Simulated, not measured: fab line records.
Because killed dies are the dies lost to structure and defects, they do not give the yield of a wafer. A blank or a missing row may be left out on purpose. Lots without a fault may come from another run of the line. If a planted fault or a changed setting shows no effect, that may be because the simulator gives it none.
Chamber matching	flow n5_finfet	rie_diel-03 running N5_FIN_CUT_STRIP_22: 4 sister chambers
The step strips in N2/H2. 18 wafers are shown with their chamber, then 9 later ones without.

EACH WAFER AND ITS CHAMBER
wafer	chamber	showerhead_plenum_p_Torr (Torr)	throttle_valve_pct (%)	drypump_motor_current_A (A)
L075.2	0	3.52	19.1	5.8
L075.4	1	3.49	19.7	5.0
L075.6	0	3.52	19.2	5.8
L077.1	1	3.48	19.7	5.0
L077.2	0	3.52	19.1	5.8
L077.3	2	3.22	18.8	6.0
L078.1	0	3.52	19.1	5.9
L078.2	2	3.22	18.8	6.0
L078.5	0	3.52	19.2	5.8
L079.1	2	3.22	18.8	6.0
L079.3	0	3.51	19.1	5.8
L079.5	0	3.52	19.2	5.8
L081.2	3	3.40	18.6	6.0
L081.3	1	3.48	19.7	4.9
L081.4	0	3.51	19.1	5.8
L084.2	2	3.21	18.8	6.0
L084.3	1	3.48	19.7	4.9
L084.6	1	3.48	19.7	4.9

SIGNATURES (averages over the wafers above)
reading	chamber 0	chamber 1	chamber 2	chamber 3	scatter within a chamber
showerhead_plenum_p_Torr	3.5175	3.4820	3.2175	3.4000	0.00467
throttle_valve_pct	19.137	19.700	18.800	18.600	0.0366
drypump_motor_current_A	5.812	4.940	6.000	6.000	0.0385
Rule: for a wafer and a chamber, the distance is found by dividing, reading by reading, the gap between the wafer's reading and the chamber's mean by the reading's scatter, squaring, summing and taking the root. The wafer belongs to the nearest chamber; if the next one is less than 2 further off, it can't be placed. How the scatter is found: for the shown wafers, subtract from each reading the mean of its chamber, square and add these, divide the total by (wafers less chambers), then take the root.

WAFERS MISSING THEIR CHAMBER
wafer	showerhead_plenum_p_Torr (Torr)	throttle_valve_pct (%)	drypump_motor_current_A (A)
L086.2	3.40	18.7	6.0
L086.3	3.21	18.9	5.9
L086.6	3.51	19.2	5.8
L090.1	3.20	18.9	6.0
L090.4	3.47	19.7	4.9
L090.5	3.40	18.3	5.9
L097.2	3.50	19.2	5.8
L097.4	3.20	18.9	6.0
L097.5	3.39	18.3	5.9

EACH ONE'S CHAMBER
wafer	from the rows above	in truth
L086.2	3	3
L086.3	2	2
L086.6	0	0
L090.1	2	2
L090.4	1	1
L090.5	3	3
L097.2	0	0
L097.4	2	2
L097.5	3	3
9 of 9 placed correctly. Not placeable from these rows: 0. Wrongly placed: 0.
